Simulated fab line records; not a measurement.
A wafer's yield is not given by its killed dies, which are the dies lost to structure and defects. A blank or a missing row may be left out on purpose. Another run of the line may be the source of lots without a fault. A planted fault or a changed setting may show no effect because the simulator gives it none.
What tool caused it? | flow nand harc | 18 wafers from 6 lots sampled at 2 of the route's 1159 steps

WHAT THE GAUGES READ, wafer by wafer
NHARC_P_GATE_CD_MEAS_46 targets a cd of 720 nm.
lot  | measured     | on        | cd nm (nm)
L473 | day 5 08:40  | cd sem-03 | 715.7 716.9 713.6
L481 | day 7 11:16  | cd sem-03 | 723.6 719.6 721.5
L486 | day 8 20:28  | cd sem-01 | 720.2 719.5 717.2
L489 | day 9 04:03  | cd sem-02 | 719.0 719.1 718.3
L492 | day 9 21:50  | cd sem-03 | 717.8 717.6 716.1
L494 | day 10 12:18 | cd sem-02 | 717.9 718.9 720.1

EACH LOT AND THE TOOL THAT RAN IT (in order: tool; ch and the chambers of the sampled wafers; start)
lot  | NHARC_P_GATE_EXPOSE_43
L473 | krf scanner-04 ch 0, day 5 08:31
L481 | krf scanner-01 ch 0, day 7 11:07
L486 | krf scanner-04 ch 0, day 8 20:20
L489 | krf scanner-01 ch 0, day 9 03:54
L492 | krf scanner-04 ch 0, day 9 21:41
L494 | krf scanner-02 ch 0, day 10 12:09
- NHARC_P_GATE_EXPOSE_43: exposes mask P NSD, target cd 720 nm.

THE ANSWER, worked out from the rows above alone
Rule: the lots themselves supply what counts as usual. The widest of any qualifying gaps counts: lots, ordered by their means at a reading, are off when they make up no more than a third of the lots, leave a main group of 4 or more, and stand apart from it by 3 or more times the standard deviation of that group's means. A main group is skipped when, at the precision printed for the reading in the tables above, its means are all equal. Also off: a lot with no number at a reading for which 4 or more lots have one. Any other lot the step has rows for is counted as sound.
Across all readings shown, no lot is off: no conclusion can be drawn from this.

WHAT WAS PUT IN BY THE SIMULATOR
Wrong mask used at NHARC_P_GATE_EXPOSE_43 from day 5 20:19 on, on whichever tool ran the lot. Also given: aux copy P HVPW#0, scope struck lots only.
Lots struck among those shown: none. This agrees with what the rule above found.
